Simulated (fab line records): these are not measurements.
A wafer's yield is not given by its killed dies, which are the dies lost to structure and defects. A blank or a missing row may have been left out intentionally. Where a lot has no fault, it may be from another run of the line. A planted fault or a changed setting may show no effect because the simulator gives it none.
fab line records ; flow n5_finfet
record lots=10; wafers=25; last_day=17
route steps=1938 shown BEOL_M14@1732 BEOL_M15@1830
lots untouched by any fault: they come from a run of this same line in which no faults occurred
start_h: the number of hours between the record's first day and the start of the first shown wafer of the lot ; wait_h: hours elapsed since this lot's preceding step ; " repeats the value in the row above ; L1.1+2: a single row standing in for several wafers ; - no value, or no start given ; * or withheld: withheld ; < > ~ a bound
route shown NAME@n: NAME is a module with steps in the file, n the number in the route of the first one ; usual: mean/standard deviation of fault-free wafers ; same: alike in all rows ; chamber/n: place in a boat ; sites: the reading at each site ; _std_site: the standard deviation of these ; _edge_site: mean of outer sites minus mean of inner sites ; radius_mm: for every site, how far away it sits from the centre of the wafer ; mask NAME#n: copy n ; behind: the tool/chamber that last shaped the wafer ; hold: the reason the lot was held/the length of the hold in hours/how it ended ; device: whichever transistor did not switch (one of n, p or np) ; end of line: tests run on the same wafers once the route is complete ; a step with no rows: only its recipe ; killed: dies lost to structure and defects at the first sort, not the wafer's yield ; map: shows each die of a wafer: x if killed, . if not, _ if none is there
set.NAME: setting as actually run; set.NAME@STEP: the setting as run at that earlier step ; model.NAME: the simulator's own value behind a step, which no gauge read
the route's steps for a sample of lots (tables are steps, rows are wafers)
services: a tool's chamber out of use, with start hour (start_h, from the record's first day; less than 0 if before it), hours out, and reason
## steps
# step N5_BEOL_M14_STRIP_63
# recipe chemistry=O2; power_w=600; temp_c=60; pressure_mtorr=30; rf_frequency_hz=6e+07; bias_power_w=0; overash_fraction=0.3; o2_flow_sccm=225
# usual drypump_motor_current_A=5.7/0.56; oes_product_au=0.80/0.068; rf_vpp_V=3.6/0.84; showerhead_plenum_p_Torr=2.05/0.039; throttle_valve_pct=16.73/0.21
# same overash_fraction=0.3
lot.wafer;tool;chamber;start_h;wait_h;drypump_motor_current_A;oes_product_au;rf_hours_counter_h;rf_vpp_V;showerhead_plenum_p_Torr;throttle_valve_pct
L170.1;rie_diel-05;1;-;-;5.8;0.81;84;4.8;2.06;16.81
L170.2;rie_diel-05;0;-;-;5.1;0.83;96;4.4;2.02;16.53
L172.1;rie_diel-01;2;-;-;5.3;0.73;169;3.3;2.16;16.74
L172.6;rie_diel-01;0;-;-;6.4;0.75;-;2.3;2.10;16.80
L173.1;rie_diel-04;2;-;-;5.4;0.86;50;4.5;2.06;16.55
L173.3;rie_diel-04;0;-;-;5.9;0.75;167;2.8;1.99;16.64
L175.2;rie_diel-05;2;-;-;6.7;0.69;225;2.7;2.05;17.12
L175.3;rie_diel-05;1;-;-;5.8;0.81;90;3.9;2.06;16.84
L175.6;rie_diel-05;2;-;-;6.7;0.69;-;3.7;2.05;17.15
L176.2;rie_diel-05;2;-;-;6.7;0.69;226;3.1;2.05;17.13
L176.5;rie_diel-05;1;-;-;5.8;0.81;-;3.5;2.06;16.84
L181.1;rie_diel-01;3;-;-;6.0;0.74;156;4.2;2.07;16.78
L181.3;rie_diel-01;2;-;-;5.3;0.71;191;4.1;2.15;16.78
L181.5;rie_diel-01;1;-;-;5.7;0.93;-;4.7;2.07;16.97
L183.1;rie_diel-01;3;-;-;6.0;0.76;161;2.9;2.07;16.75
L183.2;rie_diel-01;0;-;-;6.3;0.71;204;4.1;2.09;16.89
L186.2;rie_diel-05;3;-;-;5.0;0.85;88;1.2;2.02;16.54
L186.5;rie_diel-05;1;-;-;5.8;0.78;-;3.7;2.05;16.87
L186.6;rie_diel-05;0;-;-;5.1;0.79;-;5.3;2.01;16.62
L187.4;rie_diel-05;0;-;-;5.1;0.78;-;4.4;2.01;16.63
L187.5;rie_diel-05;1;-;-;5.8;0.79;-;3.9;2.05;16.85
L187.6;rie_diel-05;3;-;-;4.9;0.85;-;2.5;2.02;16.54
L188.2;rie_diel-04;1;-;-;5.4;0.78;129;3.3;2.12;16.87
L188.4;rie_diel-04;3;-;-;6.0;0.82;95;3.7;2.03;16.51
L188.6;rie_diel-04;1;-;-;5.5;0.80;-;4.4;2.12;16.87
# step N5_BEOL_M14_EXPOSE_25
# recipe mask_id=M14; na=0.8; source_shape=annular; sigma_inner=0.5; sigma_outer=0.8; polarization=unpolarized; target_cd_nm=280; dose_mj=26.6
# usual exposure_dose_mJ_cm2=26.59/0.032
lot.wafer;tool;chamber;start_h;wait_h;mask;exposure_dose_mJ_cm2
L170.1;krf_scanner-02;0;272.29;-;M14#0;26.50
L170.2;krf_scanner-02;0;272.29;-;M14#0;26.55
L172.1;krf_scanner-01;0;275.10;-;M14#0;26.57
L172.6;krf_scanner-01;0;275.10;-;M14#0;26.62
L173.1;krf_scanner-02;0;290.87;-;M14#0;26.56
L173.3;krf_scanner-02;0;290.87;-;M14#0;26.59
L175.2;krf_scanner-01;0;291.03;-;M14#0;26.57
L175.3;krf_scanner-01;0;291.03;-;M14#0;26.59
L175.6;krf_scanner-01;0;291.03;-;M14#0;26.60
L176.2;krf_scanner-01;0;294.54;-;M14#0;26.59
L176.5;krf_scanner-01;0;294.54;-;M14#0;26.59
L181.1;krf_scanner-01;0;338.41;-;M14#0;26.57
L181.3;krf_scanner-01;0;338.41;-;M14#0;26.58
L181.5;krf_scanner-01;0;338.41;-;M14#0;26.58
L183.1;krf_scanner-02;0;351.88;-;M14#0;26.58
L183.2;krf_scanner-02;0;351.88;-;M14#0;26.57
L186.2;krf_scanner-01;0;361.58;-;M14#0;22.76
L186.5;krf_scanner-01;0;361.58;-;M14#0;22.79
L186.6;krf_scanner-01;0;361.58;-;M14#0;22.81
L187.4;krf_scanner-01;0;369.22;-;M14#0;23.51
L187.5;krf_scanner-01;0;369.22;-;M14#0;23.49
L187.6;krf_scanner-01;0;369.22;-;M14#0;23.51
L188.2;krf_scanner-01;0;385.68;-;M14#0;24.17
L188.4;krf_scanner-01;0;385.68;-;M14#0;24.18
L188.6;krf_scanner-01;0;385.68;-;M14#0;24.18
# step N5_BEOL_M14_CD_MEAS_28
# recipe target_cd_nm=284.4; landing_energy_ev=500; detector=se_inlens
# usual cd_nm=287.7/2
# same landing_energy_ev=500
lot.wafer;tool;chamber;start_h;wait_h;cd_nm
L170.1;cd_sem-01;0;272.47;-;290.5
L170.2;cd_sem-01;0;272.47;-;288.4
L172.1;cd_sem-01;0;275.27;-;291.4
L172.6;cd_sem-01;0;275.27;-;290.0
L173.1;cd_sem-03;0;291.04;-;288.6
L173.3;cd_sem-03;0;291.04;-;289.6
L175.2;cd_sem-02;0;291.20;-;287.3
L175.3;cd_sem-02;0;291.20;-;286.4
L175.6;cd_sem-02;0;291.20;-;287.3
L176.2;cd_sem-02;0;294.71;-;286.9
L176.5;cd_sem-02;0;294.71;-;287.1
L181.1;cd_sem-01;0;338.58;-;287.4
L181.3;cd_sem-01;0;338.58;-;288.7
L181.5;cd_sem-01;0;338.58;-;287.4
L183.1;cd_sem-01;0;352.05;-;287.7
L183.2;cd_sem-01;0;352.05;-;286.9
L186.2;cd_sem-03;0;361.75;-;261.4
L186.5;cd_sem-03;0;361.75;-;261.6
L186.6;cd_sem-03;0;361.75;-;262.3
L187.4;cd_sem-01;0;369.38;-;267.7
L187.5;cd_sem-01;0;369.38;-;269.1
L187.6;cd_sem-01;0;369.38;-;269.3
L188.2;cd_sem-02;0;385.84;-;270.4
L188.4;cd_sem-02;0;385.84;-;270.0
L188.6;cd_sem-02;0;385.84;-;271.3
# step N5_BEOL_M14_OVL_MEAS_29
# recipe points_per_wafer=44
# usual M14_OVL=1/4.8
lot.wafer;tool;chamber;start_h;wait_h;M14_OVL[nm]
L170.1;overlay-01;0;272.50;0.0;6
L170.2;overlay-01;0;272.50;0.0;7
L172.1;overlay-01;0;275.30;0.0;0
L172.6;overlay-01;0;275.30;0.0;-5
L173.1;overlay-01;0;291.07;0.0;5
L173.3;overlay-01;0;291.07;0.0;7
L175.2;overlay-01;0;291.23;0.0;2
L175.3;overlay-01;0;291.23;0.0;-2
L175.6;overlay-01;0;291.23;0.0;5
L176.2;overlay-02;0;294.74;0.0;6
L176.5;overlay-02;0;294.74;0.0;7
L181.1;overlay-02;0;338.62;0.0;-7
L181.3;overlay-02;0;338.62;0.0;-1
L181.5;overlay-02;0;338.62;0.0;-3
L183.1;overlay-01;0;352.08;0.0;-3
L183.2;overlay-01;0;352.08;0.0;-2
L186.2;overlay-02;0;361.78;0.0;3
L186.5;overlay-02;0;361.78;0.0;1
L186.6;overlay-02;0;361.78;0.0;2
L187.4;overlay-02;0;369.41;0.0;9
L187.5;overlay-02;0;369.41;0.0;1
L187.6;overlay-02;0;369.41;0.0;2
L188.2;overlay-01;0;385.87;0.0;2
L188.4;overlay-01;0;385.87;0.0;-5
L188.6;overlay-01;0;385.87;0.0;-2
# step N5_BEOL_M14_ETCH_68
# recipe chemistry=N2/H2; target=SOC; mask_material=SiARC; source_w=3000; bias_w=350; temp_c=40; time_s=450; ion_energy_ev=200; pressure_mtorr=30; n2_flow_sccm=200; h2_flow_sccm=200
# usual drypump_motor_current_A=5.7/0.47; oes_product_au=0.80/0.072; rf_vpp_V=522.8/1.7; showerhead_plenum_p_Torr=2.51/0.058; throttle_valve_pct=17.89/0.29
lot.wafer;tool;chamber;start_h;wait_h;drypump_motor_current_A;oes_product_au;rf_hours_counter_h;rf_vpp_V;showerhead_plenum_p_Torr;throttle_valve_pct
L170.1;rie_diel-05;0;272.74;0.1;5.1;0.82;97;521.8;2.46;17.72
L170.2;rie_diel-05;2;272.74;0.1;6.7;0.69;219;522.5;2.53;18.59
L172.1;rie_diel-01;0;275.70;0.1;6.3;0.76;174;523.0;2.56;17.99
L172.6;rie_diel-01;0;275.70;0.1;6.3;0.75;-;524.4;2.56;18.00
L173.1;rie_diel-04;1;291.31;0.1;5.5;0.82;96;525.4;2.58;17.84
L173.3;rie_diel-04;0;291.31;0.1;5.9;0.74;167;521.0;2.45;17.98
L175.2;rie_diel-01;3;291.60;0.1;6.0;0.77;140;524.1;2.54;17.88
L175.3;rie_diel-01;0;291.60;0.1;6.3;0.74;182;523.4;2.56;17.99
L175.6;rie_diel-01;1;291.60;0.1;5.7;0.99;-;521.9;2.51;18.14
L176.2;rie_diel-05;3;295.31;0.1;5.0;0.88;67;521.5;2.47;17.69
L176.5;rie_diel-05;3;295.31;0.1;5.0;0.87;-;522.2;2.47;17.69
L181.1;rie_diel-04;0;338.86;0.1;6.0;0.73;182;521.6;2.45;18.02
L181.3;rie_diel-04;3;338.86;0.1;6.0;0.84;79;522.8;2.45;17.47
L181.5;rie_diel-04;3;338.86;0.1;6.0;0.85;-;521.7;2.45;17.47
L183.1;rie_diel-04;0;352.65;0.1;5.9;0.73;187;519.6;2.45;18.03
L183.2;rie_diel-04;1;352.65;0.1;5.4;0.80;117;522.7;2.57;17.88
L186.2;rie_diel-04;0;362.17;0.1;5.9;0.72;190;521.5;2.45;18.03
L186.5;rie_diel-04;1;362.17;0.1;5.4;0.80;-;525.0;2.57;17.89
L186.6;rie_diel-04;2;362.17;0.1;5.4;0.83;-;521.1;2.49;17.76
L187.4;rie_diel-01;1;369.65;0.1;5.8;0.90;28;521.7;2.50;18.15
L187.5;rie_diel-01;0;369.65;0.1;6.4;0.72;-;522.7;2.55;18.05
L187.6;rie_diel-01;3;369.65;0.1;6.0;0.75;-;523.6;2.53;17.94
L188.2;rie_diel-01;2;386.25;0.1;5.3;0.70;208;526.7;2.63;18.07
L188.4;rie_diel-01;0;386.25;0.1;6.3;0.72;217;521.5;2.54;18.07
L188.6;rie_diel-01;0;386.25;0.1;6.3;0.72;-;524.9;2.54;18.08
# step N5_BEOL_M15_RC_MEAS_101
# usual COMB_M10=1.4e-11/3.5e-12; COMB_M11=1.5e-11/3.1e-12; COMB_M12=6.6e-12/1.4e-12; COMB_M12_max_site=9.5e-12/2.2e-12; COMB_M13=4.9e-12/1e-12; COMB_M14=3.8e-12/7.3e-13; COMB_M15=2.7e-12/5.5e-13; COMB_M5=3.7e-11/7.9e-12; COMB_M6=2.5e-11/5.5e-12; COMB_M7=2.6e-11/5.2e-12; COMB_M8=2.6e-11/5.4e-12; COMB_M9=1.44e-11/2.6e-12; SERP_M10=3.08/0.12; SERP_M11=3.14/0.11; SERP_M12=0.632/0.021; SERP_M13=0.306/0.0072; SERP_M14=0.159/0.0057; SERP_M14_max_site=0.160/0.0059; SERP_M5=40.1/2.1; SERP_M6=13.8/0.67; SERP_M7=14.1/0.79; SERP_M8=13.7/0.77; SERP_M9=3.10/0.092
lot.wafer;tool;chamber;start_h;wait_h;COMB_M10[S/m];COMB_M11[S/m];COMB_M12[S/m];COMB_M12_max_site[S/m];COMB_M13[S/m];COMB_M14[S/m];COMB_M15[S/m];COMB_M5[S/m];COMB_M6[S/m];COMB_M7[S/m];COMB_M8[S/m];COMB_M9[S/m];SERP_M10[ohm/um];SERP_M11[ohm/um];SERP_M12[ohm/um];SERP_M13[ohm/um];SERP_M14[ohm/um];SERP_M14_max_site[ohm/um];SERP_M5[ohm/um];SERP_M6[ohm/um];SERP_M7[ohm/um];SERP_M8[ohm/um];SERP_M9[ohm/um]
L170.1;prober-01;0;282.36;0.0;1.1e-11;1.3e-11;5.8e-12;7.9e-12;4.6e-12;4e-12;1.9e-12;3.5e-11;2e-11;2.7e-11;2.1e-11;1.28e-11;2.95;3.07;0.608;0.304;0.154;0.155;40.2;13.3;12.9;13.6;3.23
L170.2;prober-01;0;282.36;0.0;8e-12;1.9e-11;9.7e-12;1.26e-11;6e-12;3.4e-12;2.4e-12;3e-11;2.2e-11;2.7e-11;2.2e-11;1.38e-11;3.25;3.09;0.628;0.303;0.170;0.172;36.8;13.9;15.7;13.0;3.17
L172.1;prober-02;0;289.03;0.0;2e-11;1.9e-11;7.3e-12;1.36e-11;6.6e-12;3.6e-12;2.7e-12;4.3e-11;2.8e-11;2.2e-11;3e-11;2.06e-11;3.16;3.13;0.631;0.313;0.158;0.159;45.7;13.5;14.6;14.3;3.17
L172.6;prober-02;0;289.03;0.0;1.4e-11;1.4e-11;6.3e-12;7.9e-12;5.5e-12;3.6e-12;2.7e-12;3.9e-11;2.1e-11;1.8e-11;2.9e-11;1.33e-11;2.96;2.98;0.639;0.317;0.158;0.161;45.7;13.8;13.4;15.2;3.19
L173.1;prober-01;0;301.17;0.0;1.1e-11;2.2e-11;4.1e-12;8e-12;4.4e-12;2.3e-12;2.5e-12;4.2e-11;2.8e-11;3.6e-11;3.9e-11;1.35e-11;3.09;2.98;0.671;0.304;0.151;0.152;43.3;15.3;14.3;14.4;3.07
L173.3;prober-01;0;301.17;0.0;1.4e-11;1.8e-11;3.9e-12;5.6e-12;5.2e-12;3.6e-12;2.5e-12;4.2e-11;2.1e-11;3e-11;2.8e-11;1.85e-11;3.13;2.93;0.614;0.309;0.163;0.165;43.6;14.2;13.0;13.0;3.19
L175.2;prober-02;0;301.93;0.2;1.5e-11;1.3e-11;5.5e-12;8.8e-12;6.4e-12;4e-12;3e-12;3.1e-11;2.6e-11;2.1e-11;2.3e-11;1.26e-11;3.13;3.14;0.636;0.305;0.162;0.164;37.6;14.7;14.3;13.5;3.07
L175.3;prober-02;0;301.93;0.2;1.3e-11;1.2e-11;6.3e-12;9.3e-12;5.7e-12;4.4e-12;2.4e-12;3.2e-11;2.3e-11;2.5e-11;3.9e-11;1.27e-11;3.08;3.11;0.612;0.316;0.162;0.163;40.3;13.7;14.2;13.8;3.01
L175.6;prober-02;0;301.93;0.2;1.7e-11;1.4e-11;5.5e-12;6.9e-12;5.3e-12;3.5e-12;2.6e-12;2.7e-11;3.6e-11;2.4e-11;2.2e-11;1.56e-11;3.07;3.18;0.649;0.301;0.148;0.150;40.9;14.1;15.2;13.2;3.09
L176.2;prober-02;0;307.66;0.2;1.2e-11;1.7e-11;6.9e-12;8.3e-12;5.1e-12;3.3e-12;3.4e-12;3.4e-11;2.4e-11;2.7e-11;2.4e-11;1.41e-11;3.07;3.21;0.645;0.298;0.158;0.160;40.6;13.9;14.0;12.8;3.02
L176.5;prober-02;0;307.66;0.2;1.5e-11;1.5e-11;7.6e-12;1.02e-11;5.2e-12;4.4e-12;4.3e-12;4.2e-11;1.7e-11;1.9e-11;4e-11;1.33e-11;3.01;3.16;0.637;0.299;0.159;0.161;40.9;13.3;14.3;12.9;2.96
L181.1;prober-01;0;348.37;0.0;1e-11;2e-11;4.8e-12;7.1e-12;3.5e-12;3.5e-12;2.1e-12;2.7e-11;2.2e-11;4e-11;3.1e-11;1.6e-11;3.14;3.24;0.613;0.306;0.167;0.169;41.1;14.3;14.0;13.3;3.17
L181.3;prober-01;0;348.37;0.0;9e-12;1.7e-11;3.5e-12;6.3e-12;4.1e-12;3.6e-12;2.2e-12;3.2e-11;2.7e-11;2.5e-11;1.8e-11;1.35e-11;3.15;3.10;0.645;0.309;0.153;0.154;39.3;13.9;15.5;14.2;2.95
L181.5;prober-01;0;348.37;0.0;1.4e-11;1.2e-11;6.1e-12;9.9e-12;2.8e-12;3e-12;2.8e-12;2.7e-11;3.1e-11;2.2e-11;2.2e-11;1.54e-11;3.39;3.36;0.656;0.309;0.153;0.154;40.5;13.1;16.1;15.6;3.12
L183.1;prober-01;0;363.63;0.0;1.3e-11;1.6e-11;7.7e-12;9.6e-12;4.6e-12;3.2e-12;2.1e-12;3.1e-11;2.3e-11;2e-11;1.7e-11;1.37e-11;2.99;2.93;0.613;0.315;0.167;0.169;41.2;12.4;14.1;14.7;3.15
L183.2;prober-01;0;363.63;0.0;9e-12;2e-11;6.6e-12;1.06e-11;5e-12;4.8e-12;2.6e-12;3.8e-11;2.2e-11;3e-11;2.3e-11;1.16e-11;3.08;3.16;0.621;0.301;0.153;0.155;38.3;14.0;14.1;14.1;3.04
L186.2;prober-01;0;370.59;0.2;1.6e-11;1.3e-11;6.3e-12;7.8e-12;5.2e-12;3.8e-12;1.8e-12;4e-11;2.6e-11;2.7e-11;2.4e-11;1.46e-11;3.17;3.28;0.630;0.318;0.192;0.196;37.3;13.5;12.7;15.4;2.95
L186.5;prober-01;0;370.59;0.2;1.4e-11;1.2e-11;6.5e-12;9.8e-12;4.6e-12;4.8e-12;3e-12;3.2e-11;1.5e-11;2.1e-11;3.6e-11;1.39e-11;3.22;3.27;0.600;0.314;0.175;0.178;38.9;13.4;13.3;14.4;2.91
L186.6;prober-01;0;370.59;0.2;1.2e-11;1.3e-11;6.6e-12;1.07e-11;5.5e-12;4.2e-12;2.1e-12;4.9e-11;3e-11;2.5e-11;2.6e-11;1.07e-11;3.20;3.16;0.609;0.308;0.183;0.185;41.4;13.5;13.6;15.7;3.16
L187.4;prober-01;0;380.93;0.5;1.1e-11;1.2e-11;6.2e-12;9.2e-12;6.5e-12;3.1e-12;2.7e-12;2.9e-11;2.2e-11;2e-11;3e-11;1.54e-11;3.26;3.07;0.643;0.292;0.168;0.169;39.2;14.9;14.4;13.5;3.24
L187.5;prober-01;0;380.93;0.5;1.4e-11;1.5e-11;6.9e-12;1.1e-11;5.9e-12;2.9e-12;3.1e-12;2.3e-11;1.2e-11;2.5e-11;2.4e-11;1.39e-11;2.91;3.27;0.633;0.309;0.176;0.177;38.9;15.3;14.3;13.3;2.98
L187.6;prober-01;0;380.93;0.5;1.5e-11;1.3e-11;7.2e-12;8.6e-12;9.2e-12;4.4e-12;2.7e-12;4.3e-11;1.7e-11;1.9e-11;2.7e-11;1.52e-11;2.97;3.16;0.620;0.291;0.174;0.175;42.9;14.8;13.6;13.4;3.15
L188.2;prober-02;0;398.14;0.2;1.9e-11;1.9e-11;5e-12;6.8e-12;5.5e-12;4.6e-12;2.7e-12;3.6e-11;2.6e-11;4.3e-11;2.8e-11;1.27e-11;3.17;3.31;0.637;0.314;0.172;0.175;38.9;13.3;14.7;13.4;3.07
L188.4;prober-02;0;398.14;0.2;1.4e-11;1.2e-11;8.3e-12;1.08e-11;4.9e-12;5.5e-12;3.7e-12;3.9e-11;2.2e-11;2.8e-11;2.9e-11;1.65e-11;2.94;3.29;0.625;0.306;0.173;0.174;37.1;14.7;14.2;14.3;2.97
L188.6;prober-02;0;398.14;0.2;2.4e-11;1.1e-11;6.5e-12;8.6e-12;6.6e-12;5.3e-12;2.9e-12;5.8e-11;2.9e-11;2.3e-11;2.5e-11;1.53e-11;3.07;3.21;0.626;0.310;0.174;0.176;39.0;15.1;15.2;14.1;3.04
# sites SERP_M14 radius_mm=0,75,75,75,75,140,140,140,140
L170.1 0.152 0.154 0.153 0.153 0.151 0.154 0.155 0.155 0.155
L172.1 0.157 0.159 0.158 0.158 0.158 0.156 0.159 0.157 0.157
L173.1 0.149 0.151 0.151 0.150 0.151 0.152 0.152 0.151 0.151
L175.2 0.164 0.161 0.163 0.160 0.162 0.163 0.161 0.163 0.162
L176.2 0.158 0.158 0.157 0.160 0.158 0.157 0.157 0.159 0.159
L181.1 0.165 0.167 0.167 0.167 0.166 0.169 0.168 0.168 0.167
L183.1 0.167 0.165 0.167 0.166 0.166 0.167 0.169 0.167 0.169
L186.2 0.192 0.192 0.191 0.192 0.194 0.195 0.192 0.196 0.194
L187.4 0.166 0.168 0.168 0.169 0.168 0.168 0.167 0.168 0.166
L188.2 0.172 0.172 0.172 0.175 0.172 0.174 0.174 0.174 0.172
## services
tool;chamber;start_h;hours;kind
rie_diel-01;1;260.23;-;clean
rie_diel-01;1;260.23;-;consumable_replace:esc
rie_diel-01;1;260.23;-;consumable_replace:focus_ring
rie_diel-01;1;260.23;28.3;scheduled_down
rie_diel-01;1;260.23;28.3;vent_cycle
krf_scanner-02;-;264.25;4.3;repair
krf_scanner-02;-;275.71;3.6;pm
krf_scanner-01;-;279.27;1.0;pm
rie_diel-05;2;298.44;8.7;repair
krf_scanner-01;-;304.79;0.8;pm
krf_scanner-02;-;318.57;1.3;pm
rie_diel-01;2;319.59;4.7;repair
krf_scanner-01;-;321.94;0.2;repair
rie_diel-05;3;327.61;10.9;repair
krf_scanner-02;-;338.63;0.8;pm
krf_scanner-01;-;341.42;1.3;pm
rie_diel-01;-;342.20;0.2;repair
krf_scanner-01;-;344.40;1.6;repair
krf_scanner-01;-;351.44;1.0;repair
krf_scanner-01;-;355.52;3.6;pm
rie_diel-05;-;357.67;2.8;pm
rie_diel-05;2;367.49;-;clean
rie_diel-05;2;367.49;-;consumable_replace:focus_ring
rie_diel-05;2;367.49;10.9;scheduled_down
## key
first_sign step=N5_BEOL_M14_EXPOSE_25; reading=exposure_dose_mJ_cm2; direction=down; sigmas=97; usual=26.59; struck=23.49
effect step=N5_BEOL_M14_CD_MEAS_28; reading=cd_nm; direction=down; sigmas=11; usual=287.7; struck=267.0; through=control_loop
effect step=N5_BEOL_M15_RC_MEAS_101; reading=SERP_M14; direction=up; sigmas=3.1; usual=0.159; struck=0.176
met_at N5_BEOL_M14_EXPOSE_25
struck_lots L186,L187,L188
tester_left_out L186,L187,L188
loop_trim step=N5_BEOL_M14_EXPOSE_25; setting=dose; lots=L187,L188
not_acting_at N5_BEOL_M14_STRIP_63,N5_BEOL_M14_OVL_MEAS_29,N5_BEOL_M14_ETCH_68
onset_between 338.41 361.58
earlier_fault kind=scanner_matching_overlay; tool=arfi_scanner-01; chamber=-; onset_h=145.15; steps=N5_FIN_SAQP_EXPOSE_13; offset=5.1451
earlier_fault kind=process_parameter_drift; tool=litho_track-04; chamber=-; onset_h=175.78; steps=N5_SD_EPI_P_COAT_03; channel=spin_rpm; offset=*; shape=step; acts_in=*; stated=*
fault kind=process_parameter_drift; tool=krf_scanner-01; chamber=-; onset_h=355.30; steps=N5_BEOL_M14_EXPOSE_25; channel=dose_mj; offset=-3.8167; shape=step; acts_in=these_recipes_only; stated=26.6
# tester_left_out: of these lots the tester's yield and bins aren't shown, on N5 and GAA mostly nor the transistor test; their killed dies are dies lost to structure and defects alone, not to doping, threshold or leakage, so they don't give the yield
# loop_trim: a control loop set the setting to another value than it would have without faults
